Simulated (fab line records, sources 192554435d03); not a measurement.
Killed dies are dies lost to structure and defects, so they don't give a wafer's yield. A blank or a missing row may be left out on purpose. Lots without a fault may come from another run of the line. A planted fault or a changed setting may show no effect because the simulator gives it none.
Which tool did it? | flow n5_finfet | 9 lots, 25 wafers sampled, at 7 steps of a route of 1938

WHAT THE GAUGES READ, wafer by wafer
N5_MOL_CONTACT_COAG_CD_MEAS_99: target cd 17.2 nm.
lot  | measured     | on        | cd_nm (nm)
L258 | day 5 15:01  | cd_sem-02 | 17.9 18.3 18.0
L255 | day 5 16:14  | cd_sem-03 | 16.9 17.5 17.5
L261 | day 6 05:26  | cd_sem-02 | 16.5 16.9 16.3
L264 | day 7 05:06  | cd_sem-02 | 17.2 17.8 17.3
L265 | day 7 09:10  | cd_sem-03 | 17.5 17.3 17.6
L266 | day 7 14:58  | cd_sem-02 | 16.5 16.8 17.0
L274 | day 9 11:00  | cd_sem-03 | 17.0 16.4
L275 | day 9 16:43  | cd_sem-03 | 17.3 17.0
L277 | day 10 04:01 | cd_sem-02 | 17.2 17.3 17.0

N5_MOL_CONTACT_COAG_CD_MEAS_137: target cd 16 nm.
lot  | measured     | on        | cd_nm (nm)
L258 | day 6 01:36  | cd_sem-03 | 15.8 15.2 15.7
L255 | day 6 04:10  | cd_sem-02 | 15.9 15.4 16.2
L261 | day 6 14:47  | cd_sem-02 | 15.4 15.7 15.3
L264 | day 7 17:06  | cd_sem-02 | - - -
L265 | day 7 20:17  | cd_sem-03 | - - -
L266 | day 8 02:17  | cd_sem-02 | - - -
L274 | day 9 20:01  | cd_sem-01 | 16.1 15.3
L275 | day 10 02:34 | cd_sem-03 | 15.3 15.9
L277 | day 10 16:19 | cd_sem-03 | 15.0 15.2 15.3

N5_BEOL_M4_RC_MEAS_101.
lot  | measured     | on        | DIBL_N (mV/V)  | DIBL_P (mV/V)  | IOFF_N (nA/um) | IOFF_P (nA/um) | ION_N (uA/um) | ION_P (uA/um) | SS_N (mV/dec)  | SS_P (mV/dec)  | VT_N (mV)   | VT_P (mV)
L258 | day 8 12:47  | prober-01 | 33.5 35.6 35.8 | 33.0 35.0 35.6 | 0.12 0.15 0.14 | 0.17 0.19 0.19 | 677 665 667   | 465 453 452   | 70.8 71.1 70.7 | 72.1 72.9 73.2 | 254 249 251 | -252.8 -252.3 -250.6
L255 | day 8 17:35  | prober-01 | 37.9 39.5 37.5 | 37.0 40.3 36.5 | 0.18 0.22 0.16 | 0.19 0.23 0.17 | 674 687 664   | 447 456 444   | 71.8 71.9 72.2 | 73.2 74.3 73.8 | 248 247 253 | -249.9 -250.1 -252.8
L261 | day 9 06:20  | prober-01 | 35.2 38.6 39.4 | 34.9 38.4 39.8 | 0.13 0.20 0.21 | 0.19 0.26 0.27 | 657 673 680   | 453 462 467   | 71.6 71.9 71.9 | 72.6 73.9 73.5 | 254 250 245 | -252.9 -246.8 -245.6
L274 | day 12 20:08 | prober-01 | 40.9 39.5      | 43.4 40.8      | 0.28 0.22      | 0.34 0.28      | 707 682       | 486 456       | 74.2 73.1      | 75.1 75.3      | 243 244     | -244.5 -247.6
L275 | day 12 20:01 | prober-02 | 35.4 37.2      | 36.7 37.4      | 0.15 0.17      | 0.21 0.22      | 682 679       | 469 463       | 71.2 71.5      | 73.3 74.3      | 250 250     | -251.0 -249.4
L277 | day 13 14:06 | prober-02 | 37.3 33.3 37.4 | 35.9 32.1 37.0 | 0.17 0.11 0.19 | 0.21 0.15 0.23 | 681 664 700   | 462 455 474   | 72.1 70.4 71.9 | 73.4 72.4 73.5 | 248 254 245 | -250.6 -254.1 -250.7

WHICH TOOL RAN EACH LOT (tool, then ch and the chambers of the sampled wafers, then the start)
lot  | N5_MOL_CONTACT_COAG_SPUTTER_143 | N5_MOL_CONTACT_COAG_ANNEAL_113   | N5_MOL_CONTACT_COAG_ETCH_91        | N5_MOL_CONTACT_COAG_VIA_ETCH_46
L258 | pvd_sputter-02, day 5 16:26     | rtp_anneal-02 ch 0, day 5 17:29  | rie_diel-05 ch 2,3, day 6 01:08    | rie_diel-05 ch 2,3, day 6 01:16
L255 | pvd_sputter-02, day 5 19:25     | rtp_anneal-02 ch 0, day 5 20:26  | rie_diel-05 ch 0,2,3, day 6 03:43  | rie_diel-05 ch 0,2,3, day 6 03:50
L261 | pvd_sputter-01, day 6 07:04     | rtp_anneal-02 ch 0, day 6 07:58  | rie_diel-05 ch 0,2,3, day 6 14:19  | rie_diel-05 ch 0,2,3, day 6 14:26
L264 | pvd_sputter-03, day 7 06:43     | rtp_anneal-01 ch 0, day 7 07:27  | rie_diel-05 ch 0,1,2, day 7 16:38  | rie_diel-05 ch 0,1,2, day 7 16:46
L265 | pvd_sputter-01, day 7 11:45     | rtp_anneal-02 ch 0, day 7 12:29  | rie_diel-05 ch 0,1,3, day 7 19:49  | rie_diel-05 ch 0,1,3, day 7 19:56
L266 | pvd_sputter-03, day 7 18:05     | rtp_anneal-02 ch 0, day 7 18:58  | rie_diel-05 ch 0,1,2, day 8 01:50  | rie_diel-05 ch 0,1,2, day 8 01:58
L274 | pvd_sputter-02, day 9 12:26     | rtp_anneal-01 ch 0, day 9 13:19  | rie_diel-05 ch 1,3, day 9 19:33    | rie_diel-05 ch 1,3, day 9 19:40
L275 | pvd_sputter-02, day 9 18:24     | rtp_anneal-01 ch 0, day 9 19:17  | rie_diel-03 ch 1,2, day 10 02:04   | rie_diel-03 ch 1,2, day 10 02:11
L277 | pvd_sputter-03, day 10 07:31    | rtp_anneal-01 ch 0, day 10 08:15 | rie_diel-03 ch 0,1,2, day 10 15:52 | rie_diel-03 ch 0,1,2, day 10 15:59
- N5_MOL_CONTACT_COAG_SPUTTER_143: material Co, target thk 2.5 nm.
- N5_MOL_CONTACT_COAG_ANNEAL_113: time 300 s.
- N5_MOL_CONTACT_COAG_ETCH_91: etches SOC in N2/H2, target depth 60 nm, overetch 21 nm, time 101.2 s.
- N5_MOL_CONTACT_COAG_VIA_ETCH_46: etches SiO2 in C4F6/O2, target depth 46 nm, overetch 9.2 nm, time 40 s.

WHAT THE TOOLS THEMSELVES READ (means of the sampled wafers that have a number; where no wafer has one, the mark that the record gives instead)
N5_MOL_CONTACT_COAG_SPUTTER_143.
lot  | tool           | substrate_temp_c (C) | susceptor_temp_C (C) | throttle_valve_pct (%)
L258 | pvd_sputter-02 | 24.97                | 25.08                | 30.2
L255 | pvd_sputter-02 | 24.98                | 25.00                | 29.3
L261 | pvd_sputter-01 | 25.06                | 25.03                | 29.6
L264 | pvd_sputter-03 | 25.10                | 24.97                | 29.8
L265 | pvd_sputter-01 | 24.91                | 25.01                | 28.8
L266 | pvd_sputter-03 | 24.88                | 24.89                | 29.9
L274 | pvd_sputter-02 | 25.04                | 24.89                | 30.7
L275 | pvd_sputter-02 | 25.05                | 25.06                | 29.8
L277 | pvd_sputter-03 | 24.98                | 25.17                | 29.9

N5_MOL_CONTACT_COAG_ANNEAL_113.
lot  | tool          | lamp_power_pct (%) | lamp_zone_3_pct (%) | lamp_zone_4_pct (%) | wafer_temp_C_max
L258 | rtp_anneal-02 | 3.18               | 3.18                | 3.18                | 401.2
L255 | rtp_anneal-02 | 3.18               | 3.18                | 3.18                | 401.2
L261 | rtp_anneal-02 | 3.18               | 3.18                | 3.18                | 401.3
L264 | rtp_anneal-01 | 3.00               | 3.00                | 3.00                | 402.0
L265 | rtp_anneal-02 | 3.18               | 3.18                | 3.18                | 400.8
L266 | rtp_anneal-02 | 3.18               | 3.18                | 3.18                | 401.4
L274 | rtp_anneal-01 | 3.00               | 3.00                | 3.01                | 402.4
L275 | rtp_anneal-01 | 3.00               | 3.00                | 3.00                | 402.1
L277 | rtp_anneal-01 | 3.01               | 3.00                | 3.01                | 402.2

N5_MOL_CONTACT_COAG_ETCH_91.
lot  | tool        | bias_w (W) | chamber_pressure_mTorr (mTorr) | drypump_motor_current_A (A) | oes_product_au (a.u.) | rf_vpp_V (V) | showerhead_plenum_p_Torr (Torr) | throttle_valve_pct (%)
L258 | rie_diel-05 | 150.2      | 29.980                         | 5.2                         | 0.63                  | 522.5        | 2.46                            | 17.94
L255 | rie_diel-05 | 149.7      | 30.001                         | 5.6                         | 0.66                  | 522.7        | 2.48                            | 17.86
L261 | rie_diel-05 | 149.7      | 30.024                         | 5.6                         | 0.66                  | 522.3        | 2.48                            | 17.86
L264 | rie_diel-05 | -          | -                              | -                           | -                     | -            | -                               | -
L265 | rie_diel-05 | -          | -                              | -                           | -                     | -            | -                               | -
L266 | rie_diel-05 | -          | -                              | -                           | -                     | -            | -                               | -
L274 | rie_diel-05 | 150.1      | 30.021                         | 5.6                         | 0.65                  | 524.6        | 2.55                            | 17.90
L275 | rie_diel-03 | 150.2      | 30.035                         | 5.8                         | 0.73                  | 524.1        | 2.54                            | 17.79
L277 | rie_diel-03 | 150.1      | 29.996                         | 6.0                         | 0.74                  | 523.7        | 2.52                            | 17.83

N5_MOL_CONTACT_COAG_VIA_ETCH_46.
lot  | tool        | C4F6_flow_sccm (sccm) | O2_flow_sccm (sccm) | drypump_motor_current_A (A) | oes_ar_750_au (a.u.) | oes_product_au (a.u.) | rf_vpp_V (V) | showerhead_plenum_p_Torr (Torr) | throttle_valve_pct (%)
L258 | rie_diel-05 | 10.006                | 9.99                | 5.3                         | 0.75                 | 0.66                  | 1535         | 2.76                            | 40.8
L255 | rie_diel-05 | 9.992                 | 9.99                | 5.6                         | 0.79                 | 0.70                  | 1554         | 2.78                            | 40.8
L261 | rie_diel-05 | 9.978                 | 9.98                | 5.6                         | 0.79                 | 0.70                  | 1554         | 2.78                            | 40.8
L264 | rie_diel-05 | 10.023                | 9.99                | 5.2                         | 0.83                 | 0.31                  | 1573         | 2.80                            | 40.4
L265 | rie_diel-05 | 10.007                | 10.01               | 5.7                         | 0.82                 | 0.31                  | 1593         | 2.83                            | 40.4
L266 | rie_diel-05 | 10.012                | 9.99                | 5.3                         | 0.83                 | 0.31                  | 1572         | 2.80                            | 40.4
L274 | rie_diel-05 | 9.974                 | 10.03               | 5.6                         | 0.76                 | 0.69                  | 1605         | 2.84                            | 40.8
L275 | rie_diel-03 | 10.014                | 10.02               | 5.8                         | 0.88                 | 0.78                  | 1601         | 2.82                            | 41.0
L277 | rie_diel-03 | 9.960                 | 10.00               | 6.0                         | 0.88                 | 0.79                  | 1607         | 2.82                            | 41.2

THE ANSWER, worked out from the rows above alone
Rule: what is usual is taken from the lots themselves. Put in order of their means at a reading, lots are off if they are a third of the lots or fewer, leave a main group of 4 or more, and stand apart from it by a gap of 3 or more times the standard deviation of the main group's means; of several such gaps the widest counts. A main group whose means are all the same, to the digits that the tables above print for the reading, isn't used. A lot without any number at a reading at which 4 lots or more have one is off too. The other lots that the step has rows for count as sound. The gauges are gone through in route order, then the tools' own readings, and for those a lot's mean is taken as printed above. The first step at which some lot is off is used, and at that step the reading that is off furthest; a lot without a number counts as furthest.
Off: L264, L265, L266, at N5_MOL_CONTACT_COAG_CD_MEAS_137 (cd_nm). Without a number there: L264, L265, L266. The main group: mean 15.6 nm, standard deviation 0.21.
A tool fits if, at a process step before that reading, it ran every lot that is off, and no sound lot after the first of them. The gauges at N5_MOL_CONTACT_COAG_CD_MEAS_137 aren't tried: what is off there is off at N5_MOL_CONTACT_COAG_ETCH_91 too, on other tools, and a gauge's error can't cause that. None of those tried fits.

WHAT THE SIMULATOR HAD PUT IN
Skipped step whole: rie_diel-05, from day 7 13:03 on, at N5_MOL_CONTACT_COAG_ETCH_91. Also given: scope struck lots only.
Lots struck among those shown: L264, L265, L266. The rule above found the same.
